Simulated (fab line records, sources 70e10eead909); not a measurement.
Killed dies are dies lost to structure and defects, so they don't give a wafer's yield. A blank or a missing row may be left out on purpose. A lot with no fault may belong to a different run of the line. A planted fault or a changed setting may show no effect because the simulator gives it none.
Chamber matching | flow nand-harc | NHARC_P_M0_PRE_CLEAN_31 on pecvd-03 has 3 sister chambers
The step time 12 s. 33 wafers are shown with their chamber, then 12 later ones without.

== EACH WAFER AND ITS CHAMBER ==
wafer  | chamber | heater-power-w (W)
L075.1 | 1       | 678
L075.2 | 2       | 728
L075.3 | 2       | 726
L075.4 | 1       | 680
L075.5 | 2       | 722
L075.6 | 1       | 681
L074.1 | 1       | 671
L074.2 | 2       | 681
L074.3 | 2       | 702
L076.1 | 1       | 688
L076.4 | 0       | 613
L076.6 | 2       | 670
L083.1 | 0       | 644
L083.2 | 1       | 637
L083.3 | 2       | 699
L083.4 | 1       | 641
L083.5 | 0       | 633
L083.6 | 2       | 691
L084.2 | 1       | 698
L084.3 | 0       | 629
L084.4 | 2       | 696
L086.3 | 0       | 707
L086.4 | 1       | 717
L086.6 | 0       | 683
L085.1 | 0       | 692
L085.3 | 2       | 670
L085.4 | 0       | 690
L087.4 | 1       | 629
L087.5 | 2       | 735
L087.6 | 0       | 602
L088.1 | 0       | 654
L088.2 | 2       | 736
L088.4 | 0       | 655

SIGNATURES, as means of the wafers listed above
reading        | chamber 0 | chamber 1 | chamber 2 | scatter within a chamber
heater-power-w | 654.73    | 672.00    | 704.67    | 29.2
Rule: for a wafer and a chamber, the distance is found by dividing, reading by reading, the gap between the wafer's reading and the chamber's mean by the reading's scatter, squaring, summing and taking the root. If the next closest chamber is less than 2 further off than the closest, the wafer can't be placed; otherwise it belongs to the closest. The scatter: the root of (the sum of the squares of (reading less its chamber's mean) over the shown wafers, divided by (wafers less chambers)).

== WAFERS WITH NO CHAMBER GIVEN ==
wafer  | heater-power-w (W)
L092.1 | 626
L092.3 | 734
L092.4 | 614
L092.2 | 650
L092.5 | 653
L092.6 | 714
L094.2 | 621
L094.3 | 697
L094.5 | 643
L095.1 | 718
L095.2 | 655
L095.4 | 716

== WHICH CHAMBER EACH WENT THROUGH ==
wafer  | from the rows above          | in truth
L092.1 | can't be placed: 0 or 1 or 2 | 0
L092.3 | can't be placed: 2 or 1 or 0 | 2
L092.4 | can't be placed: 0 or 1 or 2 | 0
L092.2 | can't be placed: 0 or 1 or 2 | 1
L092.5 | can't be placed: 0 or 1 or 2 | 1
L092.6 | can't be placed: 2 or 1 or 0 | 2
L094.2 | can't be placed: 0 or 1 or 2 | 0
L094.3 | can't be placed: 2 or 1 or 0 | 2
L094.5 | can't be placed: 0 or 1 or 2 | 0
L095.1 | can't be placed: 2 or 1 or 0 | 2
L095.2 | can't be placed: 0 or 1 or 2 | 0
L095.4 | can't be placed: 2 or 1 or 0 | 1
0 of 12 placed correctly. These rows do not allow placing 12 (true chamber among the candidates in 12). Wrongly placed: 0.
